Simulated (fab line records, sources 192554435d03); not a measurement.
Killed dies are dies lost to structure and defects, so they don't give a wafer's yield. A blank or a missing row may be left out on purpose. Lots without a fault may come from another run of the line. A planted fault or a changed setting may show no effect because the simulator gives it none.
fab line records | flow n5_finfet
record lots=11 wafers=30 last_day=19
route steps=1938 shown MOL_CONTACT_COAG@604 BEOL_M0_SAQP@662 BEOL_M4@1111 PASSIVATION@1936
lots that met no fault: from a run of the same line without faults
start_h: hours from the record's first day to the start of the lot's first wafer shown | wait_h: hours since the lot's step before | " the same as in the row above | L1.1+2: a row that stands for several wafers | - no value, or no start given | * or withheld: withheld | < > ~ a bound
route shown NAME@n: a module of which the file shows steps, and the number in the route of the first | usual: mean/standard deviation of fault-free wafers | same: alike in all rows | chamber/n: place in a boat | sites: the reading at each site | _std_site: their standard deviation | _edge_site: outer sites' mean less inner sites' | radius_mm: how far each site lies from the wafer's centre | mask NAME#n: copy n | behind: the tool/chamber that last shaped the wafer | hold: why the lot was held/for how many hours/how that ended | device: the transistor (n, p or np) that didn't switch | end of line: the same wafers' tests at the end of the route | a step without rows: its recipe alone | killed: dies lost to structure and defects at the first sort, not the wafer's yield | map: a wafer's dies, x killed, . not, _ none there
set.NAME: the setting as run; set.NAME@STEP: as run at that earlier step | model.NAME: the simulator's own value behind a step, which no gauge read
steps of the route over a sample of lots; a table a step, a row a wafer
services: from which hour (start_h, from the record's first day; less than 0 if before it) a tool's chamber was out of use, for how many hours, and why
## steps
# step N5_MOL_CONTACT_COAG_INSPECT_42
# recipe mode=adi inspect_instrument=brightfield
# usual raw_defect_count=213/56
# columns lot.wafer tool chamber start_h wait_h raw_defect_count
L680.3 defect_inspect-01 - 113.04 0.0 121
L680.6 " - " " 309
L684.2 defect_inspect-01 - 136.72 0.0 243
L684.5 " - " " 242
L684.6 " - " " 311
L687.1 defect_inspect-02 - 154.77 0.1 170
L687.4 " - " " 159
L687.5 " - " " 132
L688.1 defect_inspect-02 - 160.86 0.1 256
L688.5 " - " " 200
L688.6 " - " " 202
L689.1 defect_inspect-01 - 169.73 0.1 239
L689.4 " - " " 196
L690.1 defect_inspect-02 - 170.76 0.1 135
L690.2 " - " " 180
L690.4 " - " " 217
L691.1 defect_inspect-01 - 177.21 0.1 237
L691.5 " - " " 342
L691.6 " - " " 206
L692.2 defect_inspect-02 - 187.44 0.0 226
L692.3 " - " " 145
L692.5 " - " " 148
L695.2 defect_inspect-02 - 202.82 0.1 174
L695.4 " - " " 174
L700.1 defect_inspect-02 - 238.40 0.1 306
L700.5 " - " " 266
L700.6 " - " " 296
L701.1 defect_inspect-01 - 239.42 0.1 185
L701.3 " - " " 244
L701.5 " - " " 264
# step N5_MOL_CONTACT_COAG_ETCH_124
# recipe chemistry=CH3F/O2 target=SiNx target_depth_a=65 mask_material=SOC stop_on=SiOC over_etch_frac=0.3 ion_energy_ev=120 pressure_mtorr=30 source_w=395 bias_w=73 Ar_flow_sccm=150 CH3F_flow_sccm=30 O2_flow_sccm=20 ends=end_point
# usual CH3F_flow_sccm=30.00/0.095 drypump_motor_current_A=5.5/0.36 oes_f_703_au=0.82/0.09 oes_product_au=0.70/0.071 rf_vpp_V=296/5.6 showerhead_plenum_p_Torr=2.01/0.082 throttle_valve_pct=16.26/0.22
# columns lot.wafer tool chamber start_h wait_h CH3F_flow_sccm drypump_motor_current_A oes_f_703_au oes_product_au rf_hours_counter_h rf_vpp_V showerhead_plenum_p_Torr throttle_valve_pct
L680.3 rie_diel-01 3 113.57 0.0 30.02 4.9 0.98 0.83 5 295 2.05 16.02
L680.6 " 3 " " 30.04 4.9 0.98 0.82 - 296 2.05 16.01
L684.2 rie_diel-01 3 137.63 0.0 30.05 4.9 0.95 0.80 13 294 2.04 16.03
L684.5 " 1 " " 29.97 5.3 0.70 0.60 - 298 2.05 16.47
L684.6 " 2 " " 29.91 5.9 0.72 0.59 - 286 1.90 16.51
L687.1 rie_diel-03 1 155.31 0.0 30.06 5.3 0.93 0.77 28 299 2.14 15.94
L687.4 " 1 " " 30.07 5.3 0.93 0.77 - 297 2.14 15.95
L687.5 " 3 " " 30.17 5.5 0.79 0.69 - 292 2.10 16.09
L688.1 rie_diel-03 1 161.81 0.0 30.03 5.3 0.93 0.77 30 296 2.14 15.94
L688.5 " 3 " " 29.99 5.5 0.79 0.68 - 292 2.10 16.11
L688.6 " 0 " " 30.24 5.3 0.76 0.66 - 306 1.93 16.32
L689.1 rie_diel-04 0 170.31 0.0 30.07 5.2 0.69 0.58 261 297 1.97 16.74
L689.4 " 2 " " 30.04 5.4 0.79 0.70 89 296 2.02 16.02
L690.1 rie_diel-01 0 171.30 0.0 29.99 5.5 0.87 0.77 11 300 1.97 16.20
L690.2 " 3 " " 30.07 4.9 0.91 0.78 28 295 2.04 16.04
L690.4 " 0 " " 29.96 5.5 0.88 0.78 - 302 1.97 16.17
L691.1 rie_diel-03 1 178.15 0.0 29.99 5.3 0.92 0.76 35 297 2.14 15.95
L691.5 " 0 " " 30.05 5.3 0.75 0.66 - 308 1.93 16.32
L691.6 " 1 " " 29.98 5.3 0.92 0.76 - 297 2.14 15.95
L692.2 rie_diel-03 2 187.97 0.0 29.90 5.5 0.77 0.64 125 292 1.93 16.45
L692.3 " 3 " " 29.94 5.5 0.77 0.68 93 291 2.10 16.10
L692.5 " 2 " " 29.98 5.5 0.77 0.64 - 292 1.93 16.43
L695.2 rie_diel-04 1 203.53 0.0 30.15 6.5 0.86 0.73 60 301 1.96 16.57
L695.4 " 1 " " 30.02 6.5 0.86 0.73 - 299 1.96 16.54
L700.1 rie_diel-04 2 238.93 0.0 29.94 5.4 0.77 0.68 112 295 2.01 16.07
L700.5 " 0 " " 30.07 5.1 0.93 0.79 - 296 1.97 16.26
L700.6 " 3 " " 30.05 5.9 0.92 0.77 - 292 2.12 16.28
L701.1 rie_diel-03 3 240.57 0.0 30.10 5.5 0.76 0.66 108 291 2.09 16.14
L701.3 " 0 " " 29.98 5.4 0.73 0.65 150 307 1.92 16.34
L701.5 " 0 " " 30.16 5.3 0.74 0.64 - 307 1.92 16.34
# step N5_BEOL_M0_SAQP_RECESS_114
# recipe chemistry=HF/NH3 target=SiO2 target_depth_a=144 afs_cycles=3 temp_c=30 sublimation_temp_c=180 sublimation_time_s=60
# usual afs_cycles=3/0 drypump_motor_current_A=5.8/0.3
# columns lot.wafer tool chamber start_h wait_h afs_cycles drypump_motor_current_A
L680.3 vapor_etch-02 0 122.14 0.1 3 5.4
L680.6 " 1 " " 3 5.8
L684.2 vapor_etch-01 1 144.60 0.0 3 5.7
L684.5 " 0 " " 3 6.2
L684.6 " 1 " " 3 5.7
L687.1 vapor_etch-02 0 162.28 0.0 3 5.4
L687.4 " 0 " " 3 5.4
L687.5 " 0 " " 3 5.4
L688.1 vapor_etch-01 0 170.08 0.0 3 6.2
L688.5 " 1 " " 3 5.7
L688.6 " 0 " " 3 6.2
L689.1 vapor_etch-01 1 176.86 0.0 3 5.7
L689.4 " 0 " " 3 6.2
L690.1 vapor_etch-01 0 180.28 0.0 - -
L690.2 " 1 " " - -
L690.4 " 1 " " - -
L691.1 vapor_etch-02 0 186.20 0.0 - -
L691.5 " 0 " " - -
L691.6 " 1 " " - -
L692.2 vapor_etch-02 0 193.96 0.0 - -
L692.3 " 0 " " - -
L692.5 " 0 " " - -
L695.2 vapor_etch-01 0 211.57 0.0 3 6.2
L695.4 " 0 " " 3 6.2
L700.1 vapor_etch-02 0 244.76 0.0 3 5.4
L700.5 " 1 " " 3 5.9
L700.6 " 0 " " 3 5.4
L701.1 vapor_etch-01 1 251.02 0.0 3 5.7
L701.3 " 0 " " 3 6.2
L701.5 " 0 " " 3 6.2
# step N5_BEOL_M0_SAQP_RECESS_104
# recipe chemistry=HF/NH3 target=SiO2 target_depth_a=180 afs_cycles=3 temp_c=30 sublimation_temp_c=180 sublimation_time_s=60
# usual drypump_motor_current_A=5.79/0.3
# same afs_cycles=3
# columns lot.wafer tool chamber start_h wait_h drypump_motor_current_A
L680.3 vapor_etch-01 0 123.68 0.2 6.21
L680.6 " 0 " " 6.21
L684.2 vapor_etch-02 1 146.54 0.1 5.85
L684.5 " 0 " " 5.41
L684.6 " 1 " " 5.84
L687.1 vapor_etch-01 0 163.59 0.1 6.22
L687.4 " 1 " " 5.72
L687.5 " 1 " " 5.72
L688.1 vapor_etch-02 1 171.39 0.1 5.85
L688.5 " 0 " " 5.39
L688.6 " 1 " " 5.86
L689.1 vapor_etch-01 1 178.33 0.1 5.72
L689.4 " 1 " " 5.71
L690.1 vapor_etch-02 1 181.62 0.1 5.85
L690.2 " 0 " " 5.41
L690.4 " 0 " " 5.39
L691.1 vapor_etch-02 0 187.81 0.1 5.39
L691.5 " 0 " " 5.38
L691.6 " 1 " " 5.86
L692.2 vapor_etch-02 0 195.34 0.1 5.41
L692.3 " 0 " " 5.43
L692.5 " 0 " " 5.41
L695.2 vapor_etch-02 0 212.88 0.1 5.40
L695.4 " 0 " " 5.41
L700.1 vapor_etch-02 1 246.35 0.1 5.86
L700.5 " 0 " " 5.39
L700.6 " 1 " " 5.85
L701.1 vapor_etch-02 0 252.46 0.1 5.39
L701.3 " 0 " " 5.37
L701.5 " 1 " " 5.87
# step N5_BEOL_M4_RC_MEAS_101
# usual DIBL_N=36.5/1.9 DIBL_P=36.4/2.2 IOFF_N=0.17/0.034 IOFF_P=0.21/0.036 ION_N=678/12 ION_P=462/7.1 SS_N=71.7/0.61 SS_P=73.4/0.71 VT_N=249/3.5 VT_P=-251/3
# columns lot.wafer tool chamber start_h wait_h DIBL_N[mV/V] DIBL_P[mV/V] IOFF_N[nA/um] IOFF_P[nA/um] ION_N[uA/um] ION_P[uA/um] SS_N[mV/dec] SS_P[mV/dec] VT_N[mV] VT_P[mV]
L680.3 prober-02 0 204.51 0.3 39.2 39.0 0.22 0.23 689 462 72.0 74.0 246 -252
L680.6 " 0 " " 39.5 38.4 0.22 0.24 677 464 72.4 73.7 245 -252
L684.2 prober-01 0 213.71 0.2 38.0 36.3 0.18 0.21 679 458 71.9 73.6 250 -251
L684.5 " 0 " " 38.1 36.2 0.17 0.19 669 453 72.0 73.5 252 -255
L684.6 " 0 " " 36.9 36.1 0.16 0.21 676 461 71.0 73.4 248 -249
L687.1 prober-01 0 249.88 0.0 38.7 38.9 0.20 0.23 692 470 72.4 74.4 244 -250
L687.4 " 0 " " 37.5 38.0 0.18 0.21 691 467 72.1 73.2 249 -252
L687.5 " 0 " " 36.0 35.6 0.14 0.17 664 457 71.6 73.2 254 -256
L688.1 prober-02 0 254.45 0.0 34.8 36.8 0.14 0.22 680 472 71.0 72.4 249 -247
L688.5 " 0 " " 35.9 37.5 0.16 0.22 672 464 72.0 72.7 249 -249
L688.6 " 0 " " 38.4 41.5 0.22 0.30 706 483 72.2 73.6 243 -243
L689.1 prober-02 0 274.55 0.0 35.0 34.6 0.12 0.17 667 456 71.5 72.6 256 -254
L689.4 " 0 " " 35.8 35.2 0.13 0.18 664 452 71.1 72.2 254 -252
L695.2 prober-01 0 299.99 0.2 36.4 37.1 0.16 0.21 674 459 71.1 73.2 250 -251
L695.4 " 0 " " 36.3 36.7 0.17 0.21 700 474 71.9 73.1 247 -251
L700.1 prober-01 0 333.86 0.0 33.3 33.5 0.13 0.15 663 460 71.1 72.2 250 -253
L700.5 " 0 " " 37.5 38.2 0.19 0.21 677 459 72.0 73.9 248 -250
L700.6 " 0 " " 36.8 36.7 0.18 0.20 680 460 71.3 73.4 244 -252
L701.1 prober-01 0 347.71 0.0 36.4 35.3 0.16 0.21 669 459 71.8 73.7 250 -250
L701.3 " 0 " " 34.1 32.6 0.13 0.17 673 464 71.4 72.4 253 -253
L701.5 " 0 " " 34.1 32.6 0.13 0.18 676 466 71.1 73.0 251 -252
# step N5_PASSIVATION_PROBE_49
# usual defect_limited_yield=91.0/1.5 killed_at_M0_to_M3=35/11 killed_at_M4_up=13/5 killed_at_contacts=12/5.9 killed_at_front_end=42/13 killed_at_other=3/3.2 killed_dies=106/18 killed_on_rim=14/4.2 killed_open=69/13 killed_short=35/8.9 sort_bin_5_function=5.2/0.95 sort_bin_6_memory=3.3/0.71 sort_n_pass=1074/18 sort_yield_pct=91.0/1.5
# same gross_dies=1180 killed_at_back_side=0 sort_bin_4_leakage[%]=0 sort_bin_8_speed[%]=0
# columns lot.wafer tool chamber start_h wait_h defect_limited_yield[%] killed_at_M0_to_M3 killed_at_M4_up killed_at_contacts killed_at_front_end killed_at_other killed_dies killed_on_rim killed_open killed_short sort_bin_5_function[%] sort_bin_6_memory[%] sort_n_pass sort_yield_pct[%]
L690.1 prober-02 - 377.11 0.1 0 1105 21 10 38 6 1180 152 68 32 96.5 3.4 0 0
L690.2 prober-02 - 377.16 0.2 0 1094 11 22 42 11 1180 152 79 42 95.9 3.6 0 0
L690.4 prober-02 - 377.26 0.3 0 1097 23 16 40 4 1180 152 72 40 95.7 3.9 0 0
L692.2 prober-01 - 392.09 0.1 0 1101 14 7 55 3 1180 152 72 37 97.1 2.6 0 0
L692.3 prober-01 - 392.14 0.1 0 1105 13 8 44 10 1180 152 75 28 96.1 3.5 0 0
L692.5 prober-01 - 392.24 0.2 0 1111 15 17 32 5 1180 152 70 30 96.1 3.6 0 0
L691.1 prober-01 - 409.01 0.0 0 1111 9 17 39 4 1180 152 73 32 96.1 3.7 0 0
L691.5 prober-01 - 409.21 0.2 0 1082 11 14 71 2 1180 152 91 30 95.6 4.2 0 0
L691.6 prober-01 - 409.26 0.3 0 1120 10 4 45 1 1180 152 62 24 96.6 2.9 0 0
# killed by level:class
L690.1 BEOL_M0_SAQP:area_recess=1079 STI_FIN_REVEAL:geometric_particle:open=13 MOL_CONTACT_COAG:geometric_particle:open=10 BEOL_M0_SAQP:geometric_particle:open=8 BEOL_M0_SAQP:geometric_particle:short=7 FIN_SAQP:geometric_particle:short=5 FIN_SAQP:geometric_particle:open=5 GATE_CUT:geometric_particle:short=5
L690.2 BEOL_M0_SAQP:area_recess=1059 MOL_CONTACT_COAG:geometric_particle:open=16 STI_FIN_REVEAL:geometric_particle:open=11 GATE_CUT:geometric_particle:short=9 BEOL_M0_SAQP:geometric_particle:short=9 BEOL_M0_SAQP:geometric_particle:open=8 MOL_CONTACT_COAG:geometric_particle:short=6 BEOL_M4:geometric_particle:open=6
L690.4 BEOL_M0_SAQP:area_recess=1067 BEOL_M4:geometric_particle:open=10 MOL_CONTACT_COAG:geometric_particle:open=9 STI_FIN_REVEAL:geometric_particle:open=8 BEOL_M2:geometric_particle:open=8 BEOL_M3:geometric_particle:open=8 GATE_CUT:geometric_particle:short=7 MOL_CONTACT_COAG:geometric_particle:short=7
L692.2 BEOL_M0_SAQP:area_recess=1071 FIN_SAQP:geometric_particle:open=18 FIN_SAQP:geometric_particle:short=8 DUMMY_GATE:geometric_particle:open=7 STI_FIN_REVEAL:geometric_particle:open=6 BEOL_M1:geometric_particle:open=6 BEOL_M6:geometric_particle:open=5 GATE_CUT:geometric_particle:short=5
L692.3 BEOL_M0_SAQP:area_recess=1077 FIN_SAQP:geometric_particle:open=18 BEOL_M3:geometric_particle:open=11 STI_FIN_REVEAL:geometric_particle:open=10 MOL_CONTACT_COAG:geometric_particle:open=6 FIN_SAQP:geometric_particle:short=5 BEOL_M0_SAQP:geometric_particle:short=5 BEOL_M4:geometric_particle:open=5
L692.5 BEOL_M0_SAQP:area_recess=1080 FIN_SAQP:geometric_particle:open=13 MOL_CONTACT_COAG:geometric_particle:open=13 BEOL_M4:geometric_particle:open=10 BEOL_M1:geometric_particle:open=7 BEOL_M3:geometric_particle:open=7 FIN_SAQP:geometric_particle:short=5 GATE_CUT:geometric_particle:short=4
L691.1 BEOL_M0_SAQP:area_recess=1075 MOL_CONTACT_COAG:geometric_particle:open=12 FIN_SAQP:geometric_particle:open=11 BEOL_M0_SAQP:geometric_particle:short=10 DUMMY_GATE:geometric_particle:open=9 FIN_SAQP:geometric_particle:short=6 BEOL_M0_SAQP:geometric_particle:open=6 BEOL_M1:geometric_particle:open=6
L691.5 BEOL_M0_SAQP:area_recess=1056 FIN_SAQP:geometric_particle:open=26 MOL_CONTACT_COAG:geometric_particle:open=13 FIN_SAQP:geometric_particle:short=9 STI_FIN_REVEAL:geometric_particle:open=9 DUMMY_GATE:geometric_particle:open=8 BEOL_M0_SAQP:geometric_particle:open=8 GATE_CUT:geometric_particle:short=5
L691.6 BEOL_M0_SAQP:area_recess=1093 FIN_SAQP:geometric_particle:open=12 DUMMY_GATE:geometric_particle:open=8 BEOL_M2:geometric_particle:open=8 BEOL_M4:geometric_particle:open=5 BEOL_M0_SAQP:geometric_particle:short=5 STARTING-WAFER:geometric_particle:short=4 MOL_CONTACT_COAG:geometric_particle:open=4
## services
# columns tool chamber start_h hours kind
rie_diel-03 - 111.08 2.8 pm
rie_diel-04 3 128.01 - clean
rie_diel-04 3 128.01 - consumable_replace:focus_ring
rie_diel-04 3 128.01 - consumable_replace:showerhead
rie_diel-04 3 128.01 28.4 scheduled_down
rie_diel-01 0 128.11 - clean
rie_diel-01 0 128.11 - consumable_replace:focus_ring
rie_diel-03 1 141.39 6.8 repair
rie_diel-03 0 149.41 9.5 repair
rie_diel-01 1 153.53 - clean
rie_diel-01 1 153.53 - consumable_replace:focus_ring
rie_diel-01 1 153.53 22.3 scheduled_down
rie_diel-01 1 153.53 22.3 vent_cycle
rie_diel-04 2 165.85 1.5 repair
rie_diel-04 0 170.71 17.3 repair
rie_diel-01 3 183.63 4.1 repair
vapor_etch-01 1 190.54 18.7 repair
rie_diel-01 2 208.41 - clean
rie_diel-01 2 208.41 - consumable_replace:focus_ring
rie_diel-01 2 208.41 - consumable_replace:showerhead
rie_diel-01 2 208.41 16.5 scheduled_down
rie_diel-01 2 208.41 16.5 vent_cycle
rie_diel-01 - 238.21 2.8 pm
rie_diel-01 2 246.55 8.5 repair
## key
first_sign step=N5_BEOL_M0_SAQP_RECESS_114 reading=tool_record direction=missing
effect step=N5_PASSIVATION_PROBE_49 reading=killed_at_M0_to_M3 direction=up sigmas=98 usual=35 struck=1103
more_kills_born_at N5_BEOL_M0_SAQP_RECESS_114@vapor_etch-02=6452 N5_BEOL_M0_SAQP_RECESS_114@vapor_etch-01=3205
met_at N5_BEOL_M0_SAQP_RECESS_114
struck_lots L690,L691,L692
later_rows_left_out L690.1,L690.2,L690.4,L691.1,L691.5,L691.6,L692.2,L692.3,L692.5
not_acting_at N5_MOL_CONTACT_COAG_INSPECT_42,N5_MOL_CONTACT_COAG_ETCH_124,N5_BEOL_M0_SAQP_RECESS_104
onset_between 176.86 180.28
fault kind=skipped_step_whole tool=vapor_etch-01,vapor_etch-02 chamber=- onset_h=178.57 steps=N5_BEOL_M0_SAQP_RECESS_114 scope=struck_lots_only
# later_rows_left_out: the simulator's readings of these wafers behind a module that went badly wrong aren't trusted and aren't shown, but for the sort
